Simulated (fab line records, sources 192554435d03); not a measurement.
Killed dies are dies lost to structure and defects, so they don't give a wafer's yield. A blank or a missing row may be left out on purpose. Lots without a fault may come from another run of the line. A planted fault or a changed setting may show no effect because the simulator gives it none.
Chamber matching | flow n5_finfet | N5_BEOL_M10_CURE_72 on uv_cure-03: 3 sister chambers
The step cures SiCOH lowk, time 120 s. 24 wafers are shown with their chamber, then 12 later ones without.

WAFERS WITH THEIR CHAMBER
wafer  | chamber | wafer_temp_C_max | lamp_power_pct (%)
L075.3 | 1       | 372.1            | 52.33
L075.4 | 1       | 372.3            | 52.26
L075.5 | 1       | 372.5            | 52.28
L077.1 | 2       | 372.3            | 52.30
L077.2 | 2       | 371.5            | 52.36
L077.6 | 2       | 371.6            | 52.22
L077.3 | 2       | 371.9            | 52.25
L077.4 | 2       | 371.6            | 52.30
L077.5 | 2       | 371.4            | 52.28
L079.1 | 2       | 371.7            | 52.41
L079.5 | 2       | 371.6            | 52.31
L079.6 | 2       | 371.9            | 52.27
L079.2 | 2       | 371.7            | 52.37
L079.3 | 2       | 371.3            | 52.25
L079.4 | 2       | 371.3            | 52.31
L083.2 | 2       | 371.3            | 52.35
L083.3 | 2       | 371.9            | 52.33
L083.6 | 2       | 372.1            | 52.26
L087.3 | 0       | 371.9            | 52.28
L087.4 | 0       | 372.3            | 52.39
L087.5 | 0       | 372.1            | 52.44
L089.2 | 1       | 371.7            | 52.32
L089.5 | 1       | 372.8            | 52.39
L089.6 | 1       | 372.6            | 52.30

SIGNATURES (means of the wafers above)
reading          | chamber 0 | chamber 1 | chamber 2 | scatter within a chamber
wafer_temp_C_max | 372.100   | 372.333   | 371.673   | 0.318
lamp_power_pct   | 52.3700   | 52.3133   | 52.3047   | 0.0543
Rule: a wafer's distance from a chamber is the root of the sum, over the readings, of the square of ((its reading less the chamber's mean) divided by the reading's scatter). The wafer belongs to the nearest chamber; if the next one is less than 2 further off, it can't be placed. The scatter: the root of (the sum of the squares of (reading less its chamber's mean) over the shown wafers, divided by (wafers less chambers)).

WAFERS WITHOUT THEIR CHAMBER
wafer  | wafer_temp_C_max | lamp_power_pct (%)
L092.1 | 372.1            | 52.35
L092.2 | 371.8            | 52.31
L092.5 | 372.3            | 52.40
L094.2 | 371.8            | 52.32
L094.3 | 373.1            | 52.42
L094.4 | 372.8            | 52.29
L093.1 | 372.0            | 52.36
L093.4 | 372.3            | 52.29
L093.5 | 372.2            | 52.32
L093.2 | 371.6            | 52.34
L093.3 | 372.3            | 52.26
L093.6 | 372.9            | 52.29

WHICH CHAMBER EACH WENT THROUGH
wafer  | from the rows above          | in truth
L092.1 | can't be placed: 0 or 1 or 2 | 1
L092.2 | can't be placed: 2 or 0 or 1 | 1
L092.5 | can't be placed: 0 or 1 or 2 | 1
L094.2 | can't be placed: 2 or 0 or 1 | 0
L094.3 | can't be placed: 1 or 0 or 2 | 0
L094.4 | can't be placed: 1 or 0      | 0
L093.1 | can't be placed: 0 or 1 or 2 | 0
L093.4 | can't be placed: 1 or 0 or 2 | 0
L093.5 | can't be placed: 1 or 0 or 2 | 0
L093.2 | can't be placed: 2 or 0 or 1 | 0
L093.3 | can't be placed: 1 or 0 or 2 | 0
L093.6 | can't be placed: 1 or 0      | 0
Placed correctly: 0 of 12. Can't be placed from these rows: 12 (the true chamber is among the candidates in 12). Placed wrongly: 0.
